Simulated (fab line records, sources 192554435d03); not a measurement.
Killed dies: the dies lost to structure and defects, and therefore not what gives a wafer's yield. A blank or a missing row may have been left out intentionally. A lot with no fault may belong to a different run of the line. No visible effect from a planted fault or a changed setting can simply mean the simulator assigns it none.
Split-lot study | flow n5-finfet | route with 1938 steps; 7 lots, 39 wafers read

ON THE SPLIT
At N5_BEOL_M6_ETCH_62 (etches SOC in N2/H2, target depth 110 nm, overetch 22 nm, time 165 s), the setting time-s was moved away from the recipe's 165 s on 18 of the 39 wafers read, by -41.0% to +48.7%. For the rest of the wafers, this setting stayed at what the recipe calls for.

The reading comes from the split's own step.

THE READING
SiARC_of_BEOL_M6_COAT_60.thk-nm (the simulator's own value, which no gauge read), in nm, at N5_BEOL_M6_ETCH_62 (etches SOC in N2/H2, target depth 110 nm, overetch 22 nm, time 165 s). The file gives no usual value for it. Average 28.3 nm, standard deviation 0.27 nm, over the 21 wafers here run with the recipe.

wafer  | tool, chamber at the split | time-s as run, s | against the recipe | SiARC_of_BEOL_M6_COAT_60.thk-nm, nm | against lot-mates on the recipe
L077.1 | rie-diel-05, 1             | 165              | recipe             | 28.4                                | -
L077.2 | rie-diel-05, 2,0           | 165              | recipe             | 28.8                                | -
L077.5 | rie-diel-05, 2,0           | 165              | recipe             | 28.8                                | -
L082.1 | rie-diel-05, 0             | 165              | recipe             | 28.4                                | -
L082.2 | rie-diel-05, 3             | 128.1            | -22.4%             | 29.6                                | +1.3
L082.3 | rie-diel-05, 1             | 128.1            | -22.4%             | 29.8                                | +1.5
L082.4 | rie-diel-05, 2             | 165              | recipe             | 28.4                                | -
L082.5 | rie-diel-05, 0             | 128.1            | -22.4%             | 29.8                                | +1.5
L082.6 | rie-diel-05, 1             | 165              | recipe             | 28.2                                | -
L083.1 | rie-diel-06, 2,3           | 165              | recipe             | 28.4                                | -
L083.2 | rie-diel-06, 2,3           | 165              | recipe             | 28.4                                | -
L083.3 | rie-diel-06, 0             | 97.39            | -41.0%             | 30.8                                | +2.3
L083.4 | rie-diel-06, 3             | 165              | recipe             | 28.6                                | -
L083.5 | rie-diel-06, 0             | 97.39            | -41.0%             | 30.8                                | +2.3
L083.6 | rie-diel-06, 2             | 97.39            | -41.0%             | 31                                  | +2.5
L090.1 | rie-diel-02, 2             | 105.3            | -36.2%             | 30.4                                | +2.5
L090.2 | rie-diel-02, 0             | 165              | recipe             | 27.8                                | -
L090.3 | rie-diel-02, 3             | 165              | recipe             | 28.2                                | -
L090.4 | rie-diel-02, 0             | 165              | recipe             | 27.8                                | -
L090.5 | rie-diel-02, 2             | 105.3            | -36.2%             | 30.6                                | +2.7
L090.6 | rie-diel-02, 3             | 105.3            | -36.2%             | 30.6                                | +2.7
L095.1 | rie-diel-02, 2             | 165              | recipe             | 28.4                                | -
L095.2 | rie-diel-02, 3             | 245.3            | +48.7%             | 25.4                                | -2.9
L095.3 | rie-diel-02, 0             | 165              | recipe             | 28.4                                | -
L095.4 | rie-diel-02, 1             | 165              | recipe             | 28                                  | -
L095.5 | rie-diel-02, 3             | 245.3            | +48.7%             | 25.4                                | -2.9
L095.6 | rie-diel-02, 2             | 245.3            | +48.7%             | 25                                  | -3.3
L096.1 | rie-diel-06, 3             | 201.2            | +21.9%             | 26.4                                | -1.7
L096.2 | rie-diel-06, 2             | 201.2            | +21.9%             | 26.8                                | -1.3
L096.3 | rie-diel-06, 1             | 165              | recipe             | 28                                  | -
L096.4 | rie-diel-06, 0             | 165              | recipe             | 28.2                                | -
L096.5 | rie-diel-06, 3             | 165              | recipe             | 28                                  | -
L096.6 | rie-diel-06, 2             | 201.2            | +21.9%             | 26.8                                | -1.3
L097.1 | rie-diel-02, 2             | 165              | recipe             | 28.4                                | -
L097.2 | rie-diel-02, 3             | 165              | recipe             | 28.4                                | -
L097.3 | rie-diel-02, 0             | 120.3            | -27.1%             | 30                                  | +1.7
L097.4 | rie-diel-02, 1             | 120.3            | -27.1%             | 30                                  | +1.7
L097.5 | rie-diel-02, 1             | 165              | recipe             | 28                                  | -
L097.6 | rie-diel-02, 2             | 120.3            | -27.1%             | 30.2                                | +1.9
The file does not say which wafer passed through which chamber wherever a row lists several chambers: such a row stands for several wafers.

THE FIT
A straight line over all 39 wafers: SiARC_of_BEOL_M6_COAT_60.thk-nm changes by -0.0637 nm for each +1% of time-s; r = -0.99; the points scatter about the line by 0.24 nm.
The same after taking each lot's own level away (the mean of its wafers on the recipe; 39 wafers): -0.0634 nm for each +1%; r = -0.99; scatter 0.18 nm.
According to that fit, moving time-s by its largest amount changes the reading by 3.1 nm.
The lots' own levels span 27.93 to 28.67 nm, that is 2.7 times the standard deviation above.
Consequently the slope shifts little with the lot-to-lot level, the two slopes agreeing.
Check: -3.1 nm against its lot-mates is what the line predicts for one of the wafers moved furthest among these (+48.7%) when that wafer is left out of the fit. It came out at -2.87 nm against them.

THESE WAFERS: OTHER SPLITS
Other splits were also applied to these wafers ahead of the reading. Each is held against what the fit with the lots' levels taken away leaves over:
other split on the same wafers | wafers away from the commonest value | r with SiARC_of_BEOL_M6_COAT_60.thk-nm (lot level and that fit taken away)
N5_BEOL_M4_ILD_DEP_00 time-s   | 18                                   | -0.08

THE WHOLE CHAIN: every reading that the file lists as answering this split, in the file's order
step               | what it does                                                         | reading                                                                          | change (the file's fit)                                                             | r (the file's)
N5_BEOL_M6_ETCH_62 | etches SOC in N2/H2, target depth 110 nm, overetch 22 nm, time 165 s | etch.depth-nm (the simulator's own value, which no gauge read)                   | not straight: 79.2 at the lowest setting, 99.85 at the recipe, 99.94 at the highest | not given
N5_BEOL_M6_ETCH_62 | etches SOC in N2/H2, target depth 110 nm, overetch 22 nm, time 165 s | SiARC_of_BEOL_M6_COAT_60.thk-nm (the simulator's own value, which no gauge read) | -0.0635 nm for each +1% of the setting                                              | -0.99

FILE'S OWN FIT
SiARC_of_BEOL_M6_COAT_60.thk-nm changes by -0.0635 nm for each +1% of time-s, r = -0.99.
